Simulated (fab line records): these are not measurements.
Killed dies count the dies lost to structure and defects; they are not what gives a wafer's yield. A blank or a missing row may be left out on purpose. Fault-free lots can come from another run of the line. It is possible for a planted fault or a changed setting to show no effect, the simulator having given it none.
Split-lot trial | flow n5 finfet | 7 lots, 36 wafers read, on a route of 1938 steps

## THE SPLIT
At N5_BEOL_M10_TRENCH_ETCH_37 (etches SiCOH lowk in C4F6/O2, target depth 148.83 nm, time 48 s), the setting target depth a was moved away from the recipe's 1488.3 angstrom on 13 of the 36 wafers read, by -21.9% to +52.6%. The other wafers ran this setting at the recipe's value.

## FROM THE SPLIT TO THE READING: what the file shows between them, 11 steps
- N5_BEOL_M10_ETCH_41: etches SiCN in CH3F/O2, target depth 42.6 nm, time 86 s
- N5_BEOL_M10_STRIP_77: strips in N2/H2, time 10 s
- N5_BEOL_M10_OCD_MEAS_38
- N5_BEOL_M10_HM_STRIP_39: strips TiN in peroxide tin strip, target depth 25 nm, time 158 s
- N5_BEOL_M10_SRD_40: time 30 s
- N5_BEOL_M10_ECD_50: material Cu, target thk 318 nm
- N5_BEOL_M10_ANNEAL_51: time 90 s
- N5_BEOL_M10_CMP_52: polishes, stops on SiCOH lowk, t overpolish 7 s, target thk 140 nm
- N5_BEOL_M10_THK_MEAS_53: measures by xrf
- N5_BEOL_M10_PRE_CLEAN_55: time 15 s
- N5_BEOL_M10_DEP_56: deposits SiCN from 3MS/NH3, target thk 15 nm, time 26.5 s

## THE READING
M10_RS, in ohm/sq, at N5_BEOL_M10_RS_MEAS_57 (measures by four-point-probe). Fault-free wafers of this fab line usually give 0.1496 ohm/sq, standard deviation 0.0025 ohm/sq.

wafer  | tool, chamber at the split | target depth a as run, angstrom | against the recipe | M10_RS, ohm/sq | against lot-mates on the recipe
L081.1 | rie diel-04, 1             | 1488.3                          | recipe             | 0.1486         | -
L081.2 | rie diel-04, 0             | 1488.3                          | recipe             | 0.1494         | -
L081.3 | rie diel-04, 3             | 1488.3                          | recipe             | 0.1489         | -
L081.4 | rie diel-04, 2             | 1488.3                          | recipe             | 0.1471         | -
L081.5 | rie diel-04, 3             | 1488.3                          | recipe             | 0.1494         | -
L081.6 | rie diel-04, 0             | 1488.3                          | recipe             | 0.1487         | -
L083.1 | rie diel-04, 0             | 1488.3                          | recipe             | 0.1482         | -
L083.2 | rie diel-04, 3             | 1163                            | -21.9%             | 0.2019         | +0.0536
L083.3 | rie diel-04, 1             | 1163                            | -21.9%             | 0.2012         | +0.0529
L083.4 | rie diel-04, 2             | 1488.3                          | recipe             | 0.1497         | -
L083.5 | rie diel-04, 3             | 1163                            | -21.9%             | 0.2029         | +0.0546
L083.6 | rie diel-04, 2             | 1488.3                          | recipe             | 0.1470         | -
L084.1 | rie diel-03, 0             | 2213                            | +48.7%             | 0.0935         | -0.0573
L084.2 | rie diel-03, 1             | 1488.3                          | recipe             | 0.1519         | -
L084.3 | rie diel-03, 2             | 1488.3                          | recipe             | 0.1493         | -
L084.4 | rie diel-03, 3             | 2213                            | +48.7%             | 0.0965         | -0.0543
L084.5 | rie diel-03, 2             | 2213                            | +48.7%             | 0.0946         | -0.0562
L084.6 | rie diel-03, 1             | 1488.3                          | recipe             | 0.1512         | -
L086.1 | rie diel-04, 1             | 1488.3                          | recipe             | 0.1500         | -
L086.2 | rie diel-04, 2             | 1488.3                          | recipe             | 0.1492         | -
L086.3 | rie diel-04, 3             | 1488.3                          | recipe             | 0.1535         | -
L087.3 | rie diel-02, 0             | 1488.3                          | recipe             | 0.1465         | -
L087.4 | rie diel-02, 1             | 1488.3                          | recipe             | 0.1478         | -
L087.6 | rie diel-02, 1             | 2271                            | +52.6%             | 0.0909         | -0.0563
L091.1 | rie diel-03, 2             | 1488.3                          | recipe             | 0.1507         | -
L091.2 | rie diel-03, 1             | 1488.3                          | recipe             | 0.1507         | -
L091.3 | rie diel-03, 0             | 2067                            | +38.9%             | 0.1019         | -0.0490
L091.4 | rie diel-03, 3             | 2067                            | +38.9%             | 0.1050         | -0.0459
L091.5 | rie diel-03, 2             | 2067                            | +38.9%             | 0.1030         | -0.0479
L091.6 | rie diel-03, 1             | 1488.3                          | recipe             | 0.1513         | -
L096.1 | rie diel-02, 0             | 1488.3                          | recipe             | 0.1464         | -
L096.2 | rie diel-02, 1             | 1915                            | +28.7%             | 0.1113         | -0.0359
L096.3 | rie diel-02, 2             | 1915                            | +28.7%             | 0.1153         | -0.0319
L096.4 | rie diel-02, 3             | 1488.3                          | recipe             | 0.1479         | -
L096.5 | rie diel-02, 0             | 1488.3                          | recipe             | 0.1472         | -
L096.6 | rie diel-02, 1             | 1915                            | +28.7%             | 0.1115         | -0.0357

FIT RESULTS
A straight line over all 36 wafers: M10_RS changes by -0.00132 ohm/sq for each +1% of target depth a; r = -0.97; the points scatter about the line by 0.0074 ohm/sq.
The same after taking each lot's own level away (the mean of its wafers on the recipe; 36 wafers): -0.00134 ohm/sq for each +1%; r = -0.97; scatter 0.0074 ohm/sq.
The reading moves by 0.07 ohm/sq for the largest change in target depth a, on that fit.
The span of the lots' own levels, 0.14715 to 0.15090 ohm/sq, comes to 1.5 times the standard deviation stated above.
So the lot-to-lot level changes the slope little: the two slopes agree.
Check: -0.0682 ohm/sq against its lot-mates is what the line predicts for one of the wafers moved furthest among these (+52.6%) when that wafer is left out of the fit. Against them it came out at -0.0563 ohm/sq.

## THE WHOLE CHAIN: every reading that the file lists as answering this split, in the file's order
step                       | what it does                                                       | reading                                                                           | change (the file's fit)                | r (the file's)
N5_BEOL_M10_TRENCH_ETCH_37 | etches SiCOH lowk in C4F6/O2, target depth 148.83 nm, time 48 s    | BEOL_M10.feature depth nm (the simulator's own value, which no gauge read)        | +1.49 nm for each +1% of the setting   | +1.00
N5_BEOL_M10_TRENCH_ETCH_37 | etches SiCOH lowk in C4F6/O2, target depth 148.83 nm, time 48 s    | etch.depth nm (the simulator's own value, which no gauge read)                    | +1.49 nm for each +1% of the setting   | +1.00
N5_BEOL_M10_TRENCH_ETCH_37 | etches SiCOH lowk in C4F6/O2, target depth 148.83 nm, time 48 s    | TiN_of_BEOL_M10_HM_DEP_02.thk nm (the simulator's own value, which no gauge read) | -0.0418 nm for each +1% of the setting | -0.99
N5_BEOL_M10_OCD_MEAS_38    |                                                                    | trench depth nm                                                                   | +1.5 nm for each +1% of the setting    | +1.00
N5_BEOL_M10_CMP_52         | polishes, stops on SiCOH lowk, t overpolish 7 s, target thk 140 nm | Cu_of_BEOL_M10_ECD_50.thk nm (the simulator's own value, which no gauge read)     | +1.49 nm for each +1% of the setting   | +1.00
N5_BEOL_M10_THK_MEAS_53    | measures by xrf                                                    | M10_THK                                                                           | +1.49 for each +1% of the setting      | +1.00
N5_BEOL_M10_RS_MEAS_57     | measures by four-point-probe                                       | M10_RS                                                                            | -0.00126 for each +1% of the setting   | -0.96

## FILE'S OWN FIT
M10_RS changes by -0.00126 ohm/sq for each +1% of target depth a, r = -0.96.
